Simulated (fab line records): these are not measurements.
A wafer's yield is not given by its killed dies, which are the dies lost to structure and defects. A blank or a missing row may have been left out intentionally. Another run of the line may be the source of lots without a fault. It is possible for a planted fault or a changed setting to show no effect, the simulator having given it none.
fab line records	flow n5-finfet
record: lots: 11	wafers: 33	last-day: 17
route steps=1938 shown BEOL_M6@1262 BEOL_M7@1265 PASSIVATION@1936
lots untouched by any fault: they come from a run of this same line in which no faults occurred
start-h: start of the lot's first displayed wafer, in hours after the record's first day	wait-h: hours elapsed since this lot's preceding step	" as in the row above	L1.1+2: a single row standing in for several wafers	- no value, or no start given	* or withheld: withheld	< > ~ a bound
route shown NAME@n: NAME is a module with steps in the file, n the number in the route of the first one	usual: mean/standard deviation of fault-free wafers	same: alike in all rows	chamber/n: place in a boat	sites: the reading at each site	_std_site: the standard deviation of these	_edge_site: the outer-site mean with the inner-site mean subtracted	radius-mm: for every site, how far away it sits from the centre of the wafer	mask NAME#n: copy n	behind: tool/chamber where the wafer was last shaped	hold: the reason the lot was held/the length of the hold in hours/how it ended	device: names the non-switching transistor (n, p or np)	end of line: the route-end tests of the same wafers	for a step that has no rows: nothing shown but its recipe	killed: at the first sort, the dies lost to defects and structure; wafer yield is something else	map: per-die view of a wafer (x killed, . not killed, _ where there is no die)
set.NAME: setting as actually run; set.NAME@STEP: the setting as run at that earlier step	model.NAME: the simulator's own value behind a step, which no gauge read
route steps across a sampled set of lots; one table per step, one row per wafer
services: the hour from which a tool's chamber was out of use, counted from the record's first day as start-h (under 0 if before that day), plus the number of hours and why
== steps ==
step: N5_BEOL_M6_INSPECT_58
recipe: inspect-instrument: darkfield	mode: post-dep
usual: raw-defect-count: 72/24
lot.wafer	tool	chamber	start-h	wait-h	raw-defect-count
L289.2	defect-inspect-01	-	197.51	0.0	64
L289.4	"	-	"	"	49
L289.5	"	-	"	"	49
L288.2	defect-inspect-02	-	202.77	0.0	81
L288.3	"	-	"	"	86
L288.6	"	-	"	"	107
L291.3	defect-inspect-02	-	212.56	0.0	61
L291.5	"	-	"	"	55
L291.6	"	-	"	"	78
L294.2	defect-inspect-01	-	242.82	0.0	67
L294.3	"	-	"	"	65
L294.5	"	-	"	"	81
L298.1	defect-inspect-02	-	249.69	0.0	65
L298.4	"	-	"	"	67
L298.5	"	-	"	"	44
L300.3	defect-inspect-02	-	271.82	0.0	107
L300.4	"	-	"	"	74
L300.5	"	-	"	"	73
L302.3	defect-inspect-01	-	280.10	0.0	38
L302.5	"	-	"	"	54
L302.6	"	-	"	"	51
L303.1	defect-inspect-02	-	285.40	0.0	103
L303.2	"	-	"	"	70
L303.3	"	-	"	"	86
L305.1	defect-inspect-01	-	294.27	0.0	112
L305.2	"	-	"	"	77
L305.4	"	-	"	"	130
L306.1	defect-inspect-02	-	299.26	0.0	73
L306.2	"	-	"	"	63
L306.3	"	-	"	"	58
L309.2	defect-inspect-02	-	316.69	0.0	66
L309.3	"	-	"	"	72
L309.6	"	-	"	"	63
step: N5_BEOL_M7_THK_MEAS_01
recipe: reads: SiCOH_lowk_of_BEOL_M7_ILD_DEP_00
usual: M7_ILD_THK: 154.6/2
lot.wafer	tool	chamber	start-h	wait-h	M7_ILD_THK[nm]
L289.2	film-metro-01	-	198.12	0.4	153.3
L289.4	"	-	"	"	155.5
L289.5	"	-	"	"	157.4
L288.2	film-metro-02	-	203.41	0.4	156.7
L288.3	"	-	"	"	157.8
L288.6	"	-	"	"	155.3
L291.3	film-metro-02	-	213.17	0.3	154.0
L291.5	"	-	"	"	155.9
L291.6	"	-	"	"	154.4
L294.2	film-metro-02	-	243.44	0.4	151.3
L294.3	"	-	"	"	153.0
L294.5	"	-	"	"	155.1
L298.1	film-metro-02	-	250.78	0.8	150.8
L298.4	"	-	"	"	154.1
L298.5	"	-	"	"	153.0
L300.3	film-metro-01	-	272.51	0.3	155.1
L300.4	"	-	"	"	155.8
L300.5	"	-	"	"	156.3
L302.3	film-metro-02	-	281.56	0.5	154.4
L302.5	"	-	"	"	155.9
L302.6	"	-	"	"	155.5
L303.1	film-metro-01	-	286.52	0.8	151.3
L303.2	"	-	"	"	153.4
L303.3	"	-	"	"	156.6
L305.1	film-metro-01	-	294.88	0.4	156.3
L305.2	"	-	"	"	156.5
L305.4	"	-	"	"	157.7
L306.1	film-metro-01	-	299.87	0.4	154.8
L306.2	"	-	"	"	154.6
L306.3	"	-	"	"	153.1
L309.2	film-metro-01	-	318.58	0.4	153.0
L309.3	"	-	"	"	153.0
L309.6	"	-	"	"	154.2
step: N5_BEOL_M7_STRIP_67
recipe: chemistry: CF4	resist: SiARC	power-w: 300	bias-power-w: 75	pressure-mtorr: 50	cf4-flow-sccm: 150	rf-frequency-hz: 6e+07
usual: chamber-pressure-mTorr: 50.00/0.054	drypump-motor-current-A: 5.38/0.27	oes-product-au: 0.81/0.095	rf-vpp-V: 271.4/1.4	showerhead-plenum-p-Torr: 1.80/0.046	throttle-valve-pct: 13.46/0.22
lot.wafer	tool	chamber	start-h	wait-h	chamber-pressure-mTorr	drypump-motor-current-A	oes-product-au	rf-hours-counter-h	rf-vpp-V	showerhead-plenum-p-Torr	throttle-valve-pct
L289.2	rie-diel-05	2	199.46	0.0	50.04	5.69	0.93	10	273.0	1.82	13.13
L289.4	"	3	"	"	50.06	5.31	0.73	-	271.0	1.77	13.58
L289.5	"	2	"	"	49.97	5.69	0.94	-	269.9	1.82	13.14
L288.2	rie-diel-03	2	206.04	0.0	49.93	5.23	0.68	237	271.0	1.77	13.85
L288.3	"	3	"	"	50.05	5.15	0.69	249	271.9	1.84	13.98
L288.6	"	2	"	"	50.04	5.23	0.69	-	272.3	1.77	13.82
L291.3	rie-diel-06	0	214.69	0.0	50.03	5.06	0.72	162	272.6	1.85	13.53
L291.5	"	0	"	"	49.95	5.02	0.73	-	272.5	1.85	13.51
L291.6	"	3	"	"	49.99	5.31	0.72	-	271.2	1.80	13.80
L294.2	rie-diel-06	0	244.51	0.0	49.99	5.05	0.72	170	272.8	1.85	13.53
L294.3	"	1	"	"	50.01	5.41	0.91	15	273.1	1.83	13.32
L294.5	"	1	"	"	50.03	5.44	0.90	-	273.4	1.83	13.31
L298.1	rie-diel-03	0	252.86	0.0	49.94	5.93	0.70	215	270.3	1.76	13.45
L298.4	"	1	"	"	49.96	5.27	0.80	-	276.1	1.90	13.56
L298.5	"	0	"	"	49.98	5.94	0.70	-	272.4	1.76	13.46
L300.3	rie-diel-03	2	274.08	0.0	50.04	5.29	0.96	2	271.4	1.77	13.27
L300.4	"	3	"	"	49.96	5.14	0.94	8	271.5	1.83	13.42
L300.5	"	2	"	"	49.96	5.28	0.97	-	270.5	1.77	13.30
L302.3	rie-diel-05	1	282.91	0.0	50.04	5.45	0.87	55	269.7	1.75	13.17
L302.5	"	2	"	"	50.11	5.69	0.88	-	272.2	1.82	13.20
L302.6	"	3	"	"	50.00	5.32	0.70	-	270.8	1.76	13.65
L303.1	rie-diel-03	0	289.16	0.0	49.99	5.92	0.70	226	271.9	1.76	13.47
L303.2	"	1	"	"	49.99	5.28	0.77	94	273.2	1.89	13.58
L303.3	"	3	"	"	50.03	5.15	0.90	14	273.2	1.83	13.41
L305.1	rie-diel-05	1	296.95	0.0	49.99	5.44	0.86	60	270.1	1.75	13.16
L305.2	"	3	"	"	50.01	5.30	0.71	196	269.2	1.76	13.66
L305.4	"	1	"	"	50.01	5.48	0.86	-	269.8	1.75	13.17
L306.1	rie-diel-05	1	301.51	0.0	49.96	5.43	0.86	62	269.1	1.74	13.18
L306.2	"	0	"	"	50.10	5.02	0.93	27	271.5	1.83	13.49
L306.3	"	3	"	"	50.03	5.31	0.71	198	270.0	1.76	13.68
L309.2	rie-diel-05	3	320.16	0.0	50.04	5.30	0.70	207	269.6	1.76	13.68
L309.3	"	0	"	"	50.10	5.03	0.91	33	274.7	1.83	13.49
L309.6	"	3	"	"	49.96	5.31	0.70	-	270.2	1.76	13.68
step: N5_BEOL_M7_EXPOSE_25
recipe: mask-id: V6	na: 0.33	source-shape: annular	sigma-inner: 0.4	sigma-outer: 0.8	polarization: unpolarized	target-cd-nm: 40	dose-mj: 42.5
lot.wafer	tool	chamber	start-h	wait-h	mask
L289.2+4+5	euv-scanner-01	0	199.86	-	V6#0
L288.2+3+6	euv-scanner-02	0	207.87	-	V6#0
L291.3+5+6	euv-scanner-01	0	215.33	-	V6#0
L294.2+3+5	euv-scanner-01	0	245.13	-	V6#0
L298.1+4+5	euv-scanner-02	0	254.43	-	V6#0
L300.3+4+5	euv-scanner-01	0	274.64	-	V6#0
L302.3+5+6	euv-scanner-01	0	283.42	-	V6#0
L303.1+2+3	euv-scanner-01	0	292.03	-	V6#0
L305.1+2+4	euv-scanner-02	0	299.33	-	V6#0
L306.1+2+3	euv-scanner-02	0	304.70	-	V6#0
L309.2+3+6	euv-scanner-02	0	320.57	-	V6#0
step: N5_BEOL_M7_OVL_MEAS_29
recipe: points-per-wafer: 522
usual: V6_OVL: -0.5/0.6
lot.wafer	tool	chamber	start-h	wait-h	V6_OVL[nm]
L289.2	overlay-01	0	200.02	0.0	-0.8
L289.4	"	0	"	"	0.4
L289.5	"	0	"	"	-0.4
L288.2	overlay-02	0	208.03	0.0	-1.3
L288.3	"	0	"	"	-1.0
L288.6	"	0	"	"	-0.7
L291.3	overlay-01	0	215.49	0.0	0.3
L291.5	"	0	"	"	-0.3
L291.6	"	0	"	"	-0.2
L294.2	overlay-02	0	245.30	0.0	-1.2
L294.3	"	0	"	"	-1.6
L294.5	"	0	"	"	-1.7
L298.1	overlay-02	0	254.59	0.0	-0.5
L298.4	"	0	"	"	0.0
L298.5	"	0	"	"	-1.1
L300.3	overlay-02	0	274.80	0.0	0.2
L300.4	"	0	"	"	-0.7
L300.5	"	0	"	"	0.0
L302.3	overlay-02	0	283.58	0.0	10.1
L302.5	"	0	"	"	10.4
L302.6	"	0	"	"	10.3
L303.1	overlay-02	0	292.19	0.0	9.4
L303.2	"	0	"	"	10.0
L303.3	"	0	"	"	9.3
L305.1	overlay-02	0	299.49	0.0	-1.0
L305.2	"	0	"	"	-0.6
L305.4	"	0	"	"	-0.2
L306.1	overlay-01	0	304.86	0.0	-1.3
L306.2	"	0	"	"	-1.3
L306.3	"	0	"	"	-1.0
L309.2	overlay-01	0	320.74	0.0	-0.6
L309.3	"	0	"	"	-0.3
L309.6	"	0	"	"	-0.4
step: N5_PASSIVATION_PROBE_49
usual: defect-limited-yield: 91.3/1.4	killed_at_M0_to_M3: 36/11	killed_at_M4_up: 13/5.2	killed-at-contacts: 13/6.5	killed-at-front-end: 37/11	killed-at-other: 3.6/2.9	killed-dies: 103/17	killed-open: 68/12	killed-short: 33/7.3	sort_bin_4_leakage: 0.01/0.039	sort_bin_5_function: 5.2/0.91	sort_bin_6_memory: 3.2/0.67	sort_bin_8_speed: 0.00/0.0099	sort-n-pass: 1077/17	sort-yield-pct: 91.3/1.4
same: gross-dies: 1180	killed-at-back-side: 0
lot.wafer	tool	chamber	start-h	wait-h	defect-limited-yield[%]	killed_at_M0_to_M3	killed_at_M4_up	killed-at-contacts	killed-at-front-end	killed-at-other	killed-dies	killed-open	killed-short	sort_bin_4_leakage[%]	sort_bin_5_function[%]	sort_bin_6_memory[%]	sort_bin_8_speed[%]	sort-n-pass	sort-yield-pct[%]
L298.1	prober-01	-	341.32	0.0	87.3	47	7	12	81	3	150	99	51	0	7.5	5.1	0	1030	87.3
L298.4	prober-01	-	341.47	0.2	89.6	38	21	5	56	3	123	77	45	0	6.2	3.9	0	1057	89.6
L298.5	prober-01	-	341.52	0.2	90.4	46	16	4	36	11	113	75	38	0	5.8	3.5	0	1067	90.4
L300.3	prober-02	-	353.63	0.1	90.3	36	13	5	57	3	114	69	36	0	6.2	2.8	0	1066	90.3
L300.4	prober-02	-	353.68	0.2	91.5	21	12	8	56	3	100	64	33	0	4.2	3.6	0	1080	91.5
L300.5	prober-02	-	353.73	0.2	90.6	35	16	13	45	2	111	61	45	0	5.4	3.6	0	1069	90.6
L305.1	prober-01	-	378.28	0.0	94.8	20	5	4	29	3	61	43	17	0	3.2	1.9	0	1119	94.8
L305.2	prober-01	-	378.33	0.1	91.9	31	13	7	40	5	96	63	31	0	5.2	2.7	0.08	1084	91.9
L305.4	prober-01	-	378.43	0.2	91.6	29	17	13	34	6	99	67	32	0	5.1	3.2	0	1081	91.6
killed by level:class
L298.1 STI_FIN_REVEAL:geometric-particle:open=37 FIN_SAQP:geometric-particle:open=13 BEOL_M0_SAQP:geometric-particle:short=12 BEOL_M0_SAQP:geometric-particle:open=10 BEOL_M2:geometric-particle:open=10 MOL_CONTACT_COAG:geometric-particle:open=9 GATE_CUT:geometric-particle:short=8 STI_FIN_REVEAL:geometric-particle:short=7
L298.4 FIN_SAQP:geometric-particle:short=13 STI_FIN_REVEAL:geometric-particle:open=13 FIN_SAQP:geometric-particle:open=12 BEOL_M4:geometric-particle:open=10 BEOL_M2:geometric-particle:open=9 BEOL_M0_SAQP:geometric-particle:short=8 BEOL_M0_SAQP:geometric-particle:open=7 BEOL_M1:geometric-particle:short=6
L298.5 BEOL_M2:geometric-particle:open=16 STI_FIN_REVEAL:geometric-particle:open=13 FIN_SAQP:geometric-particle:short=7 BEOL_M4:geometric-particle:open=7 BEOL_M2:geometric-particle:short=6 BEOL_M3:geometric-particle:open=6 FIN_SAQP:geometric-particle:open=5 BEOL_M0_SAQP:geometric-particle:open=5
L300.3 STI_FIN_REVEAL:geometric-particle:open=14 BEOL_M3:geometric-particle:open=8 FIN_SAQP:geometric-particle:short=6 FIN_SAQP:geometric-particle:open=6 BEOL_M4:geometric-particle:open=6 HKMG_FIN:area-etch=6 BEOL_M2:geometric-particle:open=5 STI_FIN_REVEAL:geometric-particle:short=5
L300.4 FIN_SAQP:geometric-particle:short=14 STI_FIN_REVEAL:geometric-particle:open=8 DUMMY_GATE:geometric-particle:open=6 MOL_CONTACT_COAG:geometric-particle:open=6 FIN_SAQP:geometric-particle:open=5 BEOL_M2:geometric-particle:open=5 BEOL_M0_SAQP:geometric-particle:open=4 BEOL_M6:geometric-particle:open=4
L300.5 MOL_CONTACT_COAG:geometric-particle:open=11 FIN_SAQP:geometric-particle:short=10 BEOL_M2:geometric-particle:short=8 FIN_SAQP:geometric-particle:open=7 STI_FIN_REVEAL:geometric-particle:open=7 BEOL_M0:geometric-particle:open=6 BEOL_M3:geometric-particle:open=6 GATE_CUT:geometric-particle:short=5
L305.1 BEOL_M1:geometric-particle:open=8 FIN_SAQP:geometric-particle:open=6 STI_FIN_REVEAL:geometric-particle:open=5 DUMMY_GATE:geometric-particle:open=5 BEOL_M0_SAQP:geometric-particle:open=4 FIN_SAQP:geometric-particle:short=3 BEOL_M1:geometric-particle:short=3 BEOL_M3:geometric-particle:open=3
L305.2 BEOL_M0_SAQP:geometric-particle:open=11 STI_FIN_REVEAL:geometric-particle:open=8 MOL_CONTACT_COAG:geometric-particle:open=7 BEOL_M1:geometric-particle:open=7 DUMMY_GATE:geometric-particle:open=6 GATE_CUT:geometric-particle:short=5 BEOL_M0_SAQP:geometric-particle:short=5 FIN_SAQP:geometric-particle:open=4
L305.4 MOL_CONTACT_COAG:geometric-particle:open=11 BEOL_M1:geometric-particle:open=9 BEOL_M3:geometric-particle:open=8 GATE_CUT:geometric-particle:short=7 BEOL_M4:geometric-particle:open=7 STI_FIN_REVEAL:geometric-particle:open=6 BEOL_M0_SAQP:geometric-particle:open=6 FIN_SAQP:geometric-particle:short=5
== services ==
tool	chamber	start-h	hours	kind
euv-scanner-02	-	175.99	1.0	pm
euv-scanner-01	-	182.88	1.0	pm
rie-diel-05	0	183.06	-	clean
rie-diel-05	0	183.06	-	consumable-replace:focus-ring
rie-diel-05	-	184.13	1.2	repair
rie-diel-03	3	207.89	9.7	repair
rie-diel-03	-	223.67	1.2	repair
rie-diel-06	3	226.39	4.2	repair
rie-diel-06	2	227.03	16.7	repair
euv-scanner-01	-	229.10	0.4	repair
euv-scanner-02	-	230.37	4.6	pm
euv-scanner-01	-	239.03	1.0	pm
euv-scanner-01	-	250.34	4.6	pm
rie-diel-03	-	252.99	2.8	pm
rie-diel-03	3	257.10	10.3	repair
euv-scanner-01	0	273.81	-	calibration
rie-diel-03	0	275.51	4.4	repair
rie-diel-03	-	281.98	0.1	repair
rie-diel-06	0	287.29	12.3	repair
euv-scanner-02	-	288.29	1.0	pm
rie-diel-05	2	295.07	17.0	repair
euv-scanner-01	-	295.18	1.0	pm
rie-diel-05	2	316.07	4.0	repair
rie-diel-03	3	317.28	3.7	repair
== key ==
first-sign: step: N5_BEOL_M7_OVL_MEAS_29	reading: V6_OVL	direction: up	sigmas: 17	usual: -0.5	struck: 9.9
effect none on later readings
met-at N5_BEOL_M7_EXPOSE_25
struck-lots L302,L303
not-acting-at N5_BEOL_M6_INSPECT_58,N5_BEOL_M7_THK_MEAS_01,N5_BEOL_M7_STRIP_67
onset-between 274.64 283.42
fault: kind: scanner-matching-overlay	tool: euv-scanner-01	chamber: -	onset-h: 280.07	steps: N5_BEOL_M7_EXPOSE_25	offset: 10.428
